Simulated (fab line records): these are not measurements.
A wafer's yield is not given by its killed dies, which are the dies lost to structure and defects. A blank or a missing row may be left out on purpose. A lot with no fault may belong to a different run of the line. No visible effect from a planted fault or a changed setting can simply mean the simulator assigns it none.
fab line records    flow n5_finfet    part 2 of 2: steps 5 to 6 of 6
record: lots: 20  wafers: 60  last_day: 20
route steps=1938 shown BEOL_M4@1059 BEOL_M5@1137 BEOL_M6@1214
lots that met no fault: from a run of the same line without faults
start_h: start of the lot's first displayed wafer, in hours after the record's first day    wait_h: hours from the lot's prior step to this one    " the same as in the row above    L1.1+2: several wafers, shown together as one row    - no value present, or no start provided    * or withheld: withheld    < > ~ a bound
route shown NAME@n: NAME is a module with steps in the file, n the number in the route of the first one    usual: mean/standard deviation taken from wafers without a fault    same: alike in all rows    chamber/n: place in a boat    sites: the reading at each site    _std_site: standard deviation across them    _edge_site: the outer-site mean with the inner-site mean subtracted    radius_mm: how far each site lies from the wafer's centre    mask NAME#n: copy n    behind: the tool/chamber that last shaped the wafer    hold: what put the lot on hold/how long, in hours/how the hold closed    device: transistor that didn't switch, given as n, p or np    end of line: at the end of the route, the tests of the same wafers    a step without rows: its recipe alone    killed: the dies lost at the first sort to structure and to defects; this is not the yield of the wafer    map: a wafer's dies, x killed, . not, _ none there
set.NAME: the setting as run; set.NAME@STEP: as run at that earlier step    model.NAME: the simulator's own value behind a step, which no gauge read
the route's steps for a sample of lots (tables are steps, rows are wafers)
services: when a tool's chamber went out of use (start_h, in hours from the record's first day, below 0 if earlier), for how many hours, and the reason
== steps ==
step: N5_BEOL_M5_CURE_80
recipe: temp_c: 370  time_s: 120  ambient: DMADMS/He  material: SiCOH_lowk
usual: lamp_power_pct: 52.31/0.061  wafer_temp_C_max: 371.7/0.64
lot.wafer  tool        chamber  start_h  wait_h  lamp_power_pct  wafer_temp_C_max
L074.2     uv_cure-02  0        202.80   0.3     52.27           372.6
L074.3     "           0        "        "       52.33           372.7
L074.5     "           0        "        "       52.20           372.0
L078.1     uv_cure-01  1        227.16   0.1     52.30           372.7
L078.3     "           1        "        "       52.35           371.9
L078.6     "           1        "        "       52.34           371.5
L077.1     uv_cure-02  0        235.98   0.0     52.21           371.4
L077.4     "           0        "        "       52.36           371.4
L077.5     "           0        "        "       52.36           371.4
L079.1     uv_cure-03  1        246.18   0.1     52.36           371.1
L079.4     "           1        "        "       52.35           371.2
L079.6     "           1        "        "       52.22           371.2
L082.2     uv_cure-03  1        256.43   0.1     52.23           371.3
L082.4     "           1        "        "       52.24           371.8
L082.5     "           1        "        "       52.34           371.3
L083.2     uv_cure-03  1        258.15   0.3     52.19           371.9
L083.5     "           1        "        "       52.23           370.7
L083.6     "           1        "        "       52.36           371.2
L081.2     uv_cure-01  0        262.98   0.1     52.25           372.6
L081.3     "           0        "        "       52.27           372.3
L081.4     "           0        "        "       52.36           372.2
L080.1     uv_cure-03  0        268.02   0.0     52.30           371.2
L080.3     "           0        "        "       52.29           371.2
L080.6     "           0        "        "       52.28           371.1
L084.1     uv_cure-01  0        276.40   0.0     52.43           372.4
L084.4     "           0        "        "       52.31           371.8
L084.6     "           0        "        "       52.29           372.3
L088.1     uv_cure-02  2        289.72   0.1     52.23           370.8
L088.2     "           2        "        "       52.22           371.1
L088.6     "           2        "        "       52.28           371.4
L087.1     uv_cure-03  1        296.04   0.0     52.38           371.9
L087.2     "           1        "        "       52.32           371.7
L087.4     "           1        "        "       52.37           372.2
L089.1     uv_cure-03  1        306.48   0.0     52.46           371.7
L089.2     "           1        "        "       52.29           371.8
L089.6     "           1        "        "       52.18           371.9
L086.2     uv_cure-01  1        306.83   0.1     52.29           372.6
L086.4     "           1        "        "       52.41           372.7
L086.6     "           1        "        "       52.29           373.0
L091.1     uv_cure-02  0        306.86   0.0     52.35           372.2
L091.4     "           0        "        "       52.27           372.1
L091.5     "           0        "        "       52.28           372.7
L093.3     uv_cure-02  2        324.99   0.3     52.41           371.0
L093.4     "           2        "        "       52.41           371.7
L093.6     "           2        "        "       52.30           371.3
L090.1     uv_cure-01  2        327.91   0.0     52.20           371.0
L090.3     "           2        "        "       52.35           371.3
L090.5     "           2        "        "       52.26           371.4
L092.1     uv_cure-03  2        331.26   0.0     52.27           371.1
L092.3     "           2        "        "       52.26           371.1
L092.5     "           2        "        "       52.26           370.5
L094.4     uv_cure-02  1        338.06   0.2     52.40           371.3
L094.5     "           1        "        "       52.31           371.4
L094.6     "           1        "        "       52.30           371.3
L096.2     uv_cure-03  2        345.32   0.2     52.36           370.3
L096.3     "           2        "        "       52.31           370.8
L096.4     "           2        "        "       52.38           370.7
L097.1     uv_cure-01  0        355.01   0.0     52.35           372.7
L097.4     "           0        "        "       52.25           372.5
L097.6     "           0        "        "       52.32           372.1
step: N5_BEOL_M6_STRIP_67
recipe: chemistry: CF4  resist: SiARC  power_w: 300  bias_power_w: 75  pressure_mtorr: 50  cf4_flow_sccm: 150  rf_frequency_hz: 6e+07
usual: bias_power_w: 75.01/0.21  drypump_motor_current_A: 5.6/0.4  oes_product_au: 0.78/0.085  rf_vpp_V: 271.0/1.7  showerhead_plenum_p_Torr: 1.78/0.068  throttle_valve_pct: 13.59/0.29
lot.wafer  tool         chamber  start_h  wait_h  bias_power_w  drypump_motor_current_A  oes_product_au  rf_hours_counter_h  rf_vpp_V  showerhead_plenum_p_Torr  throttle_valve_pct
L074.2     rie_diel-01  0        211.14   0.0     75.26         6.2                      0.68            245                 270.8     1.83                      13.81
L074.3     "            2        "        "       75.06         5.1                      0.70            210                 271.1     1.75                      13.64
L074.5     "            1        "        "       74.91         5.8                      0.79            -                   272.6     1.86                      13.36
L078.1     rie_diel-04  3        237.46   0.0     74.80         5.5                      0.76            163                 268.3     1.72                      13.64
L078.3     "            0        "        "       74.58         5.8                      0.76            147                 271.3     1.77                      13.20
L078.6     "            0        "        "       74.74         5.8                      0.77            -                   270.4     1.77                      13.19
L077.1     rie_diel-05  0        246.05   0.0     74.66         5.2                      0.73            207                 268.5     1.69                      13.46
L077.4     "            1        "        "       75.30         6.2                      0.75            -                   269.8     1.77                      13.77
L077.5     "            0        "        "       74.72         5.1                      0.73            -                   268.7     1.69                      13.47
L079.1     rie_diel-04  2        255.32   0.0     75.00         5.6                      0.85            53                  270.9     1.83                      13.75
L079.4     "            1        "        "       75.21         6.1                      0.72            200                 268.7     1.73                      13.95
L079.6     "            2        "        "       75.01         5.6                      0.85            -                   271.8     1.83                      13.75
L082.2     rie_diel-04  3        267.18   0.0     74.70         5.4                      0.75            174                 269.1     1.71                      13.66
L082.4     "            2        "        "       75.30         5.6                      0.85            58                  271.7     1.83                      13.76
L082.5     "            0        "        "       74.86         5.8                      0.75            -                   270.5     1.77                      13.23
L083.2     rie_diel-04  1        268.71   0.0     74.96         6.1                      0.71            206                 270.2     1.73                      13.98
L083.5     "            1        "        "       74.71         6.1                      0.72            -                   270.9     1.73                      13.98
L083.6     "            3        "        "       74.81         5.5                      0.75            -                   269.5     1.71                      13.66
L081.2     rie_diel-05  0        275.54   0.0     75.36         5.1                      0.72            221                 270.3     1.69                      13.48
L081.3     "            1        "        "       75.38         6.2                      0.75            169                 272.8     1.77                      13.82
L081.4     "            3        "        "       75.22         5.4                      0.97            -                   273.5     1.91                      13.07
L080.1     rie_diel-04  3        277.27   0.0     74.87         5.5                      0.75            178                 267.6     1.71                      13.67
L080.3     "            2        "        "       74.95         5.6                      0.83            64                  270.3     1.83                      13.78
L080.6     "            3        "        "       75.01         5.5                      0.75            -                   268.6     1.71                      13.68
L084.1     rie_diel-01  2        284.99   0.0     74.87         5.1                      0.68            239                 270.1     1.74                      13.71
L084.4     "            0        "        "       74.92         6.2                      0.93            12                  273.5     1.83                      13.28
L084.6     "            0        "        "       75.19         6.2                      0.93            -                   272.1     1.83                      13.28
L088.1     rie_diel-05  0        300.30   0.0     74.78         5.1                      0.71            232                 270.2     1.69                      13.51
L088.2     "            2        "        "       75.08         5.3                      0.93            6                   270.6     1.82                      13.20
L088.6     "            3        "        "       75.04         5.4                      0.94            -                   274.4     1.91                      13.08
L087.1     rie_diel-04  2        307.07   0.0     74.70         5.6                      0.82            76                  272.2     1.83                      13.81
L087.2     "            1        "        "       74.98         6.2                      0.70            222                 270.4     1.72                      14.02
L087.4     "            3        "        "       75.06         5.5                      0.74            189                 270.5     1.71                      13.68
L089.1     rie_diel-05  3        315.37   0.0     75.01         5.5                      0.92            22                  274.4     1.91                      13.13
L089.2     "            0        "        "       74.67         5.1                      0.71            239                 269.5     1.68                      13.52
L089.6     "            3        "        "       74.86         5.5                      0.92            -                   273.3     1.91                      13.11
L086.2     rie_diel-01  3        317.78   0.0     75.35         5.0                      0.73            189                 269.5     1.72                      13.83
L086.4     "            0        "        "       75.22         6.2                      0.90            -                   270.5     1.83                      13.29
L086.6     "            3        "        "       75.03         5.0                      0.73            -                   271.4     1.72                      13.83
L091.1     rie_diel-01  0        318.04   0.0     75.11         6.3                      0.91            24                  272.4     1.83                      13.32
L091.4     "            3        "        "       75.01         5.0                      0.74            -                   269.3     1.72                      13.83
L091.5     "            0        "        "       75.33         6.3                      0.90            -                   273.3     1.83                      13.32
L093.3     rie_diel-05  3        333.84   0.0     75.14         5.4                      0.90            29                  274.7     1.91                      13.14
L093.4     "            0        "        "       75.20         5.1                      0.71            245                 270.6     1.68                      13.53
L093.6     "            2        "        "       75.31         5.2                      0.90            -                   272.0     1.82                      13.24
L090.1     rie_diel-05  0        338.60   0.0     75.01         5.1                      0.70            247                 269.2     1.68                      13.56
L090.3     "            3        "        "       74.88         5.5                      0.90            30                  272.2     1.91                      13.12
L090.5     "            0        "        "       74.88         5.1                      0.70            -                   267.6     1.68                      13.55
L092.1     rie_diel-01  3        339.73   0.0     75.00         5.0                      0.73            200                 270.9     1.72                      13.85
L092.3     "            1        "        "       74.84         5.8                      0.75            172                 273.6     1.85                      13.47
L092.5     "            1        "        "       75.02         5.8                      0.74            -                   274.0     1.85                      13.48
L094.4     rie_diel-04  3        349.05   0.0     75.07         5.5                      0.73            -                   269.0     1.71                      13.72
L094.5     "            1        "        "       74.89         6.1                      0.69            -                   267.7     1.72                      14.05
L094.6     "            2        "        "       75.12         5.6                      0.81            -                   270.5     1.82                      13.84
L096.2     rie_diel-04  3        356.53   0.0     75.49         5.5                      0.72            210                 269.1     1.70                      13.74
L096.3     "            1        "        "       75.30         6.1                      0.69            243                 269.4     1.72                      14.07
L096.4     "            2        "        "       75.21         5.6                      0.80            -                   271.3     1.82                      13.86
L097.1     rie_diel-04  1        366.05   0.0     75.17         6.1                      0.68            249                 269.6     1.72                      14.09
L097.4     "            2        "        "       74.96         5.6                      0.79            -                   272.5     1.82                      13.88
L097.6     "            1        "        "       75.10         6.1                      0.69            -                   269.5     1.72                      14.08
== services ==
tool            chamber  start_h  hours  kind
uv_cure-03      -        153.43   0.9    repair
pvd_sputter-01  -        155.50   4.5    repair
rie_diel-02     2        162.48   6.6    repair
rie_diel-06     3        163.11   4.1    repair
rie_diel-01     2        171.91   16.9   repair
uv_cure-01      -        182.02   1.0    pm
uv_cure-03      -        182.30   14.6   pm
uv_cure-01      -        190.38   0.9    repair
rie_diel-04     2        196.85   3.7    repair
rie_diel-03     3        200.07   23.7   repair
uv_cure-02      -        218.37   3.4    pm
pvd_sputter-01  -        219.23   4.0    repair
rie_diel-03     2        220.43   3.6    repair
rie_diel-02     3        230.01   2.4    repair
rie_diel-02     0        252.10   6.5    repair
rie_diel-04     0        268.44   10.6   repair
rie_diel-04     3        273.77   2.0    repair
rie_diel-05     1        286.76   30.4   repair
rie_diel-01     1        313.20   6.2    repair
uv_cure-03      -        316.49   1.0    pm
rie_diel-06     2        331.76   38.5   repair
rie_diel-02     3        351.50   -      clean
rie_diel-02     3        351.50   -      consumable_replace:focus_ring
rie_diel-01     -        351.84   15.6   pm
